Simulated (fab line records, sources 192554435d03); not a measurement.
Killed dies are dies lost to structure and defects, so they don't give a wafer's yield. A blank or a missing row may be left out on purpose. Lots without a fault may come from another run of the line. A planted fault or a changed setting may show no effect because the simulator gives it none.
Chamber matching | flow n5_finfet | N5_SDB_ETCH_17 on rie_diel-05: 4 sister chambers
The step etches SiARC in CF4, target depth 23.4 nm, time 39 s. 20 wafers are shown with their chamber, then 10 later ones without.

WAFERS WITH THEIR CHAMBER
wafer  | chamber | showerhead_plenum_p_Torr (Torr) | drypump_motor_current_A (A) | throttle_valve_pct (%)
L074.1 | 1       | 2.04                            | 5.4                         | 15.70
L074.3 | 2       | 2.21                            | 5.8                         | 15.93
L074.5 | 0       | 2.19                            | 6.3                         | 15.89
L075.2 | 3       | 2.22                            | 6.6                         | 15.68
L075.4 | 1       | 2.04                            | 5.4                         | 15.72
L075.5 | 3       | 2.22                            | 6.6                         | 15.67
L077.1 | 3       | 2.22                            | 6.5                         | 15.68
L077.4 | 2       | 2.21                            | 5.7                         | 15.92
L077.6 | 1       | 2.04                            | 5.4                         | 15.72
L078.4 | 3       | 2.22                            | 6.5                         | 15.67
L078.5 | 2       | 2.21                            | 5.8                         | 15.93
L078.6 | 3       | 2.22                            | 6.5                         | 15.69
L080.3 | 0       | 2.19                            | 6.3                         | 15.91
L080.4 | 1       | 2.03                            | 5.5                         | 15.74
L080.5 | 3       | 2.22                            | 6.6                         | 15.69
L081.1 | 2       | 2.21                            | 5.7                         | 15.95
L081.2 | 1       | 2.03                            | 5.4                         | 15.74
L081.4 | 3       | 2.22                            | 6.6                         | 15.69
L083.2 | 2       | 2.20                            | 5.8                         | 15.96
L083.3 | 1       | 2.03                            | 5.4                         | 15.75

SIGNATURES (means of the wafers above)
reading                  | chamber 0 | chamber 1 | chamber 2 | chamber 3 | scatter within a chamber
showerhead_plenum_p_Torr | 2.1900    | 2.0350    | 2.2080    | 2.2200    | 0.00379
drypump_motor_current_A  | 6.300     | 5.417     | 5.760     | 6.557     | 0.0484
throttle_valve_pct       | 15.9000   | 15.7283   | 15.9380   | 15.6814   | 0.0147
Rule: a wafer's distance from a chamber is the root of the sum, over the readings, of the square of ((its reading less the chamber's mean) divided by the reading's scatter). The wafer belongs to the nearest chamber; if the next one is less than 2 further off, it can't be placed. The scatter: the root of (the sum of the squares of (reading less its chamber's mean) over the shown wafers, divided by (wafers less chambers)).

WAFERS WITHOUT THEIR CHAMBER
wafer  | showerhead_plenum_p_Torr (Torr) | drypump_motor_current_A (A) | throttle_valve_pct (%)
L083.4 | 2.03                            | 5.4                         | 15.74
L088.2 | 2.18                            | 6.3                         | 15.43
L088.5 | 2.20                            | 5.7                         | 16.00
L088.6 | 2.21                            | 6.6                         | 15.74
L093.1 | 2.21                            | 6.7                         | 15.76
L093.4 | 2.28                            | 5.4                         | 15.26
L093.5 | 2.21                            | 6.7                         | 15.75
L096.3 | 2.18                            | 6.3                         | 15.47
L096.4 | 2.28                            | 5.4                         | 15.30
L096.6 | 2.19                            | 5.8                         | 16.03

WHICH CHAMBER EACH WENT THROUGH
wafer  | from the rows above | in truth
L083.4 | 1                   | 1
L088.2 | 3                   | 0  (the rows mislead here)
L088.5 | 2                   | 2
L088.6 | 3                   | 3
L093.1 | 3                   | 3
L093.4 | 3                   | 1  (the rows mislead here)
L093.5 | 3                   | 3
L096.3 | 3                   | 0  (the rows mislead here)
L096.4 | 3                   | 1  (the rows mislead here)
L096.6 | 2                   | 2
Placed correctly: 6 of 10. Can't be placed from these rows: 0. Placed wrongly: 4.
